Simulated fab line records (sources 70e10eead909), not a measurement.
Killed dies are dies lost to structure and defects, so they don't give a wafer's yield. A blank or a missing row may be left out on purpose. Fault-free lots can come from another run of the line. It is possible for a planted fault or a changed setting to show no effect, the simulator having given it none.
The tool behind it: which one? -- flow nand harc -- 11 lots, 33 wafers sampled, at 6 steps of a route of 1302

== WHAT THE GAUGES SHOWED, per wafer ==
NHARC_P_ZERO_WELL_CD_MEAS_11: the cd target is 500 nm. Usual: cd nm 499.8 nm, standard deviation 1.5.
lot,measured,on,cd nm (nm),flag
L824,day 2 17:16,cd sem-03,499.1 499.5 499.9,
L825,day 3 03:37,cd sem-01,501.3 501.2 499.4,
L831,day 5 15:14,cd sem-02,436.9 437.9 436.3,OFF
L833,day 6 11:19,cd sem-02,438.4 436.9 437.0,OFF
L836,day 7 17:11,cd sem-03,499.4 501.0 499.4,
L837,day 8 03:14,cd sem-02,500.4 502.7 500.4,
L839,day 8 23:15,cd sem-01,499.0 501.5 501.8,
L840,day 9 09:14,cd sem-02,499.6 500.1 500.0,
L841,day 9 19:14,cd sem-02,501.9 499.2 501.1,
L843,day 10 15:14,cd sem-02,499.5 502.3 500.4,
L844,day 11 01:15,cd sem-01,498.8 498.2 499.8,

NHARC_END_SORT_01. Usual: killed at array 56, standard deviation 21; killed at other 1.2, standard deviation 1.6; killed at periphery 3.7, standard deviation 2.5; killed dies 61, standard deviation 21; killed open 3.1, standard deviation 1.8; killed short 2.8, standard deviation 1.7.
lot,measured,on,killed at array,killed at other,killed at periphery,killed dies,killed open,killed short,flag
L831,day 28 06:11,prober-01,75 65 88,3 0 2,40 43 49,118 108 139,2 2 1,3 2 3,OFF
L833,day 29 01:17,prober-02,47 47 42,4 0 0,44 37 44,95 84 86,5 0 2,4 2 3,OFF

== WHICH TOOL RAN EACH LOT (tool, then ch and the chambers of the sampled wafers, then the start) ==
lot,NHARC_P_ZERO_WELL_PEB_09,NHARC_P_ZERO_WELL_DESCUM_54,NHARC_P_STI_ETCH_31,NHARC_P_GATE_STRIP_101
L824,"litho track-02 ch 0, day 2 17:10","rie diel-05 ch 2,3, day 2 22:02","rie diel-01 ch 2,3, day 6 07:14 or earlier","rie diel-06 ch 1,2,3, day 6 07:14"
L825,"litho track-02 ch 0, day 3 03:31","rie diel-13 ch 1,2,3, day 3 08:16","rie diel-03 ch 0,1,3, day 6 12:05 or earlier","rie diel-08 ch 1,2,3, day 6 12:05"
L831,"litho track-05 ch 0, day 5 15:10","rie diel-05 ch 0,1,2, day 5 20:03","rie diel-03 ch 1,2,3, day 9 05:01 or earlier","rie diel-06 ch 0,2,3, day 9 05:01"
L833,"litho track-05 ch 0, day 6 11:14","rie diel-05 ch 0,1,3, day 6 16:11","rie diel-11 ch 0,3, day 10 03:23 or earlier","rie diel-04 ch 0,1,2, day 10 03:23"
L836,"litho track-03 ch 0, day 7 17:05","rie diel-05 ch 1,2,3, day 7 22:01","rie diel-01 ch 1,2, day 11 10:37 or earlier","rie diel-08 ch 2,3, day 11 10:37"
L837,"litho track-03 ch 0, day 8 03:10","rie diel-05 ch 0,1,3, day 8 08:38","rie diel-01 ch 0,2,3, day 11 10:17 or earlier","rie diel-08 ch 0,2,3, day 11 10:17"
L839,"litho track-05 ch 0, day 8 23:10","rie diel-05 ch 0,2, day 9 04:02","rie diel-01 ch 0,1, day 12 10:59 or earlier","rie diel-08 ch 1,2, day 12 10:59"
L840,"litho track-05 ch 0, day 9 09:10","rie diel-13 ch 0,1,2, day 9 13:57","rie diel-11 ch 0,2,3, day 12 23:35 or earlier","rie diel-08 ch 2,3, day 12 23:35"
L841,"litho track-03 ch 0, day 9 19:09","rie diel-07 ch 1,2,3, day 9 23:45","rie diel-11 ch 0,2,3, day 13 09:46 or earlier","rie diel-06 ch 0,1,3, day 13 09:46"
L843,"litho track-05 ch 0, day 10 15:10","rie diel-07 ch 0,3, day 10 20:10","rie diel-11 ch 1,2,3, day 13 20:53 or earlier","rie diel-04 ch 0,1,3, day 13 20:53"
L844,"litho track-02 ch 0, day 11 01:10","rie diel-07 ch 0,2,3, day 11 05:59","rie diel-01 ch 0,2, day 14 08:53 or earlier","rie diel-08 ch 0,2,3, day 14 08:53"
- NHARC_P_ZERO_WELL_PEB_09: peb time 80 s.
- NHARC_P_ZERO_WELL_DESCUM_54: chemistry O2, time 3 s.
- NHARC_P_STI_ETCH_31: etches the open film in CF4/CHF3, target depth 108.9 nm, time 54.5 s.
- NHARC_P_GATE_STRIP_101: strips in O2, time 20 s.

== AS READ BY THE TOOLS THEMSELVES (means over the sampled wafers that have a number; for cases with no such wafer, the mark the record gives instead) ==
NHARC_P_ZERO_WELL_PEB_09. Usual: heater power total W 189.8 W, standard deviation 0.8; plate temp C 128.01 C, standard deviation 0.15.
lot,tool,heater power total W (W),plate temp C (C),flag
L824,litho track-02,190.0,128.00,
L825,litho track-02,189.9,128.22,
L831,litho track-05,175.7,121.11,OFF
L833,litho track-05,175.6,120.90,OFF
L836,litho track-03,190.2,127.97,
L837,litho track-03,189.8,127.82,
L839,litho track-05,189.1,128.09,
L840,litho track-05,189.7,128.24,
L841,litho track-03,189.2,128.08,
L843,litho track-05,190.6,127.90,
L844,litho track-02,189.9,128.03,

NHARC_P_ZERO_WELL_DESCUM_54. Usual: drypump motor current A 5.8 A, standard deviation 0.37; o2 flow sccm 200.1 sccm, standard deviation 0.67; oes product au 1.001 a.u., standard deviation 0.0065; rf vpp V 57.9 V, standard deviation 0.94; showerhead plenum p Torr 1.94 Torr, standard deviation 0.094; throttle valve pct 11.312 %, standard deviation 0.0091.
lot,tool,drypump motor current A (A),o2 flow sccm (sccm),oes product au (a.u.),rf vpp V (V),showerhead plenum p Torr (Torr),throttle valve pct (%),flag
L824,rie diel-05,5.4,200.2,0.999,57.0,1.95,11.302,
L825,rie diel-13,6.3,199.7,1.005,57.2,1.89,11.309,
L831,rie diel-05,5.7,199.9,0.998,58.0,2.03,11.312,
L833,rie diel-05,5.7,200.4,1.000,58.7,1.99,11.309,
L836,rie diel-05,5.4,200.4,0.994,57.6,1.98,11.317,
L837,rie diel-05,5.7,200.1,0.998,58.3,1.98,11.314,
L839,rie diel-05,5.9,199.8,1.004,58.4,2.01,11.319,
L840,rie diel-13,6.4,200.0,1.007,56.9,1.88,11.309,
L841,rie diel-07,5.9,200.4,1.003,56.9,1.92,11.311,
L843,rie diel-07,6.2,200.3,0.997,58.1,1.96,11.323,
L844,rie diel-07,6.0,200.4,1.005,58.4,1.91,11.313,

NHARC_P_STI_ETCH_31. Usual: drypump motor current A 5.5 A, standard deviation 0.32; oes product au 0.961 a.u., standard deviation 0.018; rf vpp V 370.6 V, standard deviation 2.6; showerhead plenum p Torr 1.57 Torr, standard deviation 0.076; throttle valve pct 16.803 %, standard deviation 0.0092.
lot,tool,drypump motor current A (A),oes product au (a.u.),rf vpp V (V),showerhead plenum p Torr (Torr),throttle valve pct (%),flag
L824,rie diel-01,5.4,0.943,368.9,1.53,16.799,
L825,rie diel-03,5.7,0.965,369.2,1.54,16.801,
L831,rie diel-03,6.1,0.961,369.7,1.54,16.807,
L833,rie diel-11,5.2,0.957,369.4,1.54,16.803,
L836,rie diel-01,5.6,0.970,371.9,1.61,16.799,
L837,rie diel-01,5.6,0.975,371.3,1.60,16.815,
L839,rie diel-01,5.5,0.981,372.6,1.65,16.811,
L840,rie diel-11,5.4,0.961,369.9,1.53,16.808,
L841,rie diel-11,5.4,0.920,369.5,1.53,16.800,
L843,rie diel-11,5.6,0.964,371.2,1.58,16.792,
L844,rie diel-01,5.6,0.928,372.4,1.66,16.807,

NHARC_P_GATE_STRIP_101. Usual: drypump motor current A 5.7 A, standard deviation 0.41; o2 flow sccm 500.1 sccm, standard deviation 1.5; oes product au 0.998 a.u., standard deviation 0.0087; rf vpp V 57.8 V, standard deviation 0.89; showerhead plenum p Torr 3.55 Torr, standard deviation 0.12; throttle valve pct 17.038 %, standard deviation 0.0095.
lot,tool,drypump motor current A (A),o2 flow sccm (sccm),oes product au (a.u.),rf vpp V (V),showerhead plenum p Torr (Torr),throttle valve pct (%),flag
L824,rie diel-06,5.9,500.1,1.005,57.7,3.62,17.037,
L825,rie diel-08,5.7,500.0,1.000,57.8,3.45,17.047,
L831,rie diel-06,5.5,499.9,0.990,58.3,3.57,17.041,
L833,rie diel-04,5.9,500.6,0.991,58.2,3.50,17.045,
L836,rie diel-08,5.9,500.3,0.999,57.9,3.50,17.047,
L837,rie diel-08,5.8,499.7,0.997,59.1,3.56,17.040,
L839,rie diel-08,5.5,500.5,1.000,57.9,3.40,17.036,
L840,rie diel-08,5.7,500.2,0.997,57.7,3.43,17.026,
L841,rie diel-06,5.6,502.1,0.996,57.5,3.56,17.032,
L843,rie diel-04,5.8,500.8,0.989,57.6,3.50,17.044,
L844,rie diel-08,5.8,499.5,0.999,57.6,3.56,17.046,

== THE ANSWER, worked out from the rows above alone ==
Rule: lot off if the mean of its wafers having a number is beyond 3 standard deviations from the usual mean. Also off: a lot with no number at a reading for which 4 or more lots have one. Where the step has rows for the other lots, those lots are counted as sound. First the gauges in route order, then the tools' own readings, where a lot's mean is used as printed above. The first step at which some lot is off is used, and at that step the reading that is off furthest; a lot without a number counts as furthest.
Off: L831, L833 (NHARC_P_ZERO_WELL_CD_MEAS_11, cd nm).
A tool fits if, at a process step before that reading, it ran every lot that is off, and no sound lot after the first of them. Not tried: the gauges at NHARC_P_ZERO_WELL_CD_MEAS_11; whatever is off there is also off at NHARC_END_SORT_01, on other tools, and gauge error can't account for it. Of those tried, none fits.

== WHAT THE SIMULATOR HAD PUT IN ==
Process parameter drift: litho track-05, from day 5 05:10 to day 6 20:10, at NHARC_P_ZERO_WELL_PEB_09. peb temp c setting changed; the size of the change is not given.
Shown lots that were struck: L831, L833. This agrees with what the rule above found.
